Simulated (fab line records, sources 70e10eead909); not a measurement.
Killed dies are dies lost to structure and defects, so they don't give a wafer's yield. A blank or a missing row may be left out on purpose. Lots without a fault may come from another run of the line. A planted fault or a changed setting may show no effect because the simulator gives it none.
fab line records | flow nand_harc
record lots=6 wafers=18 last_day=24
route steps=1159 shown P_GATE@161
lots that met no fault: from a run of the same line without faults
start_h: hours from the record's first day to the start of the lot's first wafer shown | wait_h: hours since the lot's step before | " the same as in the row above | L1.1+2: a row that stands for several wafers | - no value, or no start given | * or withheld: withheld | < > ~ a bound
route shown NAME@n: a module of which the file shows steps, and the number in the route of the first | usual: mean/standard deviation of fault-free wafers | same: alike in all rows | chamber/n: place in a boat | sites: the reading at each site | _std_site: their standard deviation | _edge_site: outer sites' mean less inner sites' | radius_mm: how far each site lies from the wafer's centre | mask NAME#n: copy n | behind: the tool/chamber that last shaped the wafer | hold: why the lot was held/for how many hours/how that ended | device: the transistor (n, p or np) that didn't switch | end of line: the same wafers' tests at the end of the route | a step without rows: its recipe alone | killed: dies lost to structure and defects at the first sort, not the wafer's yield | map: a wafer's dies, x killed, . not, _ none there
set.NAME: the setting as run; set.NAME@STEP: as run at that earlier step | model.NAME: the simulator's own value behind a step, which no gauge read
lots at some steps of the route; a table a step, a row a wafer
services: from which hour (start_h, from the record's first day; less than 0 if before it) a tool's chamber was out of use, for how many hours, and why
## steps
# step NHARC_P_GATE_SRD_100
# step NHARC_P_GATE_DEHYDRATE_38
# recipe temp_c=150 time_s=120
# step NHARC_P_GATE_HMDS_39
# recipe time_s=30
# step NHARC_P_GATE_COAT_40
# recipe spin_rpm=3000
# step NHARC_P_GATE_SOFTBAKE_41
# recipe temp_c=122 time_s=95
# step NHARC_P_GATE_EBR_42
# step NHARC_P_GATE_EXPOSE_43
# recipe na=0.6 target_cd_nm=720 dose_mj=14.81 mask_id=P_NSD
# step NHARC_P_GATE_PEB_44
# recipe peb_temp_c=118 peb_time_s=85
# step NHARC_P_GATE_DEVELOP_45
# recipe time_s=70
# step NHARC_P_GATE_CD_MEAS_46
# recipe target_cd_nm=720 landing_energy_ev=500
# usual cd_nm=720.0/2.7
# same landing_energy_ev=500
# columns lot.wafer tool chamber start_h wait_h cd_nm
L873.1 cd_sem-03 0 127.90 - 721.8
L873.3 " 0 " " 718.8
L873.5 " 0 " " 721.2
L876.2 cd_sem-02 0 154.88 - 713.7
L876.3 " 0 " " 714.6
L876.6 " 0 " " 717.4
L881.1 cd_sem-03 0 179.36 - 717.7
L881.2 " 0 " " 721.1
L881.3 " 0 " " 722.8
L882.3 cd_sem-03 0 180.70 - 719.1
L882.4 " 0 " " 723.1
L882.6 " 0 " " 718.3
L879.2 cd_sem-02 0 181.96 - 722.3
L879.5 " 0 " " 718.1
L879.6 " 0 " " 722.1
L891.2 cd_sem-03 0 234.36 - 715.9
L891.3 " 0 " " 718.1
L891.5 " 0 " " 718.2
# step NHARC_P_GATE_HARDBAKE_47
# recipe temp_c=125 time_s=80
# step NHARC_P_GATE_DESCUM_48
# recipe time_s=3 o2_flow_sccm=200 ar_flow_sccm=0 bias_power_w=0 chemistry=O2
# usual drypump_motor_current_A=5.6/0.4 o2_flow_sccm=200.0/0.51 oes_product_au=1.003/0.014 rf_vpp_V=57.7/0.97 showerhead_plenum_p_Torr=1.91/0.11 throttle_valve_pct=11.311/0.009
# columns lot.wafer tool chamber start_h wait_h drypump_motor_current_A o2_flow_sccm oes_product_au rf_hours_counter_h rf_vpp_V showerhead_plenum_p_Torr throttle_valve_pct
L873.1 rie_diel-10 1 128.06 - 5.3 200.3 1.016 19 57.4 1.79 11.307
L873.3 " 2 " " 6.0 200.1 1.001 24 58.4 2.04 11.322
L873.5 " 0 " " 5.7 200.1 1.017 - 57.6 1.90 11.314
L876.3 rie_diel-10 3 155.05 - 5.2 200.8 1.009 22 57.1 1.88 11.307
L876.2 " 0 " " 5.7 200.1 1.021 32 57.8 1.90 11.303
L876.6 " 3 " " 5.2 200.3 1.010 - 58.2 1.88 11.308
L881.2 rie_diel-11 2 179.54 - 6.1 199.1 0.984 48 55.3 1.80 11.322
L881.1 " 3 " " 5.3 199.4 0.996 56 56.7 1.82 11.301
L881.3 " 0 " " 6.8 199.2 0.986 52 57.0 1.77 11.299
L882.3 rie_diel-03 3 180.86 - 5.5 199.8 0.997 45 56.3 1.80 11.319
L882.4 " 0 " " 5.7 200.7 1.004 47 58.2 2.06 11.310
L882.6 " 3 " " 5.6 199.4 0.984 - 56.9 1.80 11.298
L879.2 rie_diel-03 0 182.14 - 5.7 200.1 0.998 47 59.1 2.06 11.304
L879.6 " 2 " " 5.5 199.5 1.001 - 59.0 2.06 11.323
L879.5 " 3 " " 5.6 200.7 0.988 - 57.4 1.80 11.324
L891.3 rie_diel-11 2 234.51 - 6.1 200.0 1.003 14 56.1 1.79 11.311
L891.2 " 3 " " 5.4 200.7 0.969 14 58.8 1.81 11.322
L891.5 " 3 " " 5.4 199.9 0.970 - 57.4 1.82 11.314
# step NHARC_P_GATE_IMPLANT_49
# recipe energy_kev=30 dose_cm2=3e+15 tilt_deg=7
# usual beam_energy_keV=30.000/0.0085 beam_on_s=30.2/1.6 tilt_deg=6.997/0.022
# columns lot.wafer tool chamber start_h wait_h beam_energy_keV beam_on_s tilt_deg
L873.1 implanter-01 0 128.23 0.2 30.009 28.6 6.980
L873.3 " 0 " " 29.996 30.2 7.000
L873.5 " 0 " " 30.012 29.2 6.988
L876.2 implanter-02 - 155.23 0.1 - - -
L876.3 " - " " - - -
L876.6 " - " " - - -
L881.1 implanter-01 0 179.69 0.1 30.001 28.6 7.025
L881.2 " 0 " " 30.002 29.7 7.015
L881.3 " 0 " " 30.013 29.6 7.025
L882.3 implanter-01 0 181.06 0.2 30.011 28.5 6.971
L882.4 " 0 " " 30.004 29.3 6.980
L882.6 " 0 " " 30.014 29.2 6.987
L879.2 implanter-01 - 182.30 0.1 - - -
L879.5 " - " " - - -
L879.6 " - " " - - -
L891.2 implanter-01 0 234.69 0.2 30.005 29.3 7.021
L891.3 " 0 " " 29.998 29.1 7.015
L891.5 " 0 " " 30.001 28.7 7.019
# step NHARC_P_GATE_STRIP_111
# recipe power_w=1500 temp_c=110 time_s=250 chemistry=N2/H2
# usual drypump_motor_current_A=5.49/0.27 heater_power_w=96/3.1
# columns lot.wafer tool chamber start_h wait_h drypump_motor_current_A heater_power_w rf_hours_counter_h
L873.1 plasma_asher-02 1 128.45 0.2 5.28 94 39
L873.3 " 1 " " 5.30 93 -
L873.5 " 0 " " 5.68 100 -
L876.2 plasma_asher-02 1 155.47 0.2 5.30 96 49
L876.3 " 0 " " 5.65 100 -
L876.6 " 1 " " 5.28 93 -
L881.2 plasma_asher-02 0 179.91 0.2 5.68 99 56
L881.1 " 1 " " 5.29 92 56
L881.3 " 1 " " 5.27 93 -
L882.3 plasma_asher-01 0 181.32 0.2 5.17 93 -
L882.4 " 1 " " 5.82 98 -
L882.6 " 1 " " 5.86 98 -
L879.2 plasma_asher-01 1 182.49 0.2 5.84 96 22
L879.5 " 1 " " 5.86 96 -
L879.6 " 0 " " 5.19 94 -
L891.2 plasma_asher-02 1 234.88 0.2 5.26 92 9
L891.3 " 1 " " 5.24 93 -
L891.5 " 0 " " 5.66 95 -
## services
# columns tool chamber start_h hours kind
rie_diel-10 0 106.70 - clean
rie_diel-10 1 106.70 - clean
rie_diel-10 2 106.70 - clean
rie_diel-10 3 106.70 - clean
plasma_asher-01 0 108.20 - clean
plasma_asher-01 1 108.20 - clean
plasma_asher-01 - 116.42 2.0 repair
rie_diel-10 - 117.58 0.2 repair
rie_diel-10 3 127.17 16.4 repair
rie_diel-10 2 163.75 5.6 repair
rie_diel-10 1 164.87 9.6 repair
implanter-01 - 171.93 2.7 repair
rie_diel-10 - 176.50 9.0 pm
plasma_asher-02 - 183.30 9.0 pm
plasma_asher-02 0 183.30 9.0 vent_cycle
plasma_asher-02 1 183.30 9.0 vent_cycle
rie_diel-11 2 185.50 4.2 repair
rie_diel-11 - 191.18 9.0 pm
plasma_asher-02 0 192.30 - clean
plasma_asher-02 1 192.30 - clean
plasma_asher-02 - 193.21 9.6 repair
rie_diel-03 - 215.54 9.0 pm
plasma_asher-02 - 217.97 6.6 repair
rie_diel-10 2 225.95 9.4 repair
## key
first_sign step=NHARC_P_GATE_IMPLANT_49 reading=tool_record direction=missing
effect none on later readings
met_at NHARC_P_GATE_IMPLANT_49
struck_wafers L876.2,L876.3,L876.6,L879.2,L879.5,L879.6
later_rows_left_out L876.2,L876.3,L876.6,L879.2,L879.5,L879.6
sort_left_out L876.2,L876.3,L876.6,L879.2,L879.5,L879.6
tester_left_out L876,L879
onset_between 128.23 155.23
fault kind=skipped_step_whole tool=implanter-01,implanter-02 chamber=- onset_h=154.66 steps=NHARC_P_GATE_IMPLANT_49 scope=struck_lots_only
# tester_left_out: of these lots the tester's yield and bins aren't shown, on N5 and GAA mostly nor the transistor test; their killed dies are dies lost to structure and defects alone, not to doping, threshold or leakage, so they don't give the yield
# sort_left_out: the simulated sort isn't trusted on such a fault, so these wafers' sort isn't shown, and their yield isn't known
# later_rows_left_out: the simulator's readings of these wafers behind a module that went badly wrong aren't trusted and aren't shown, but for the sort
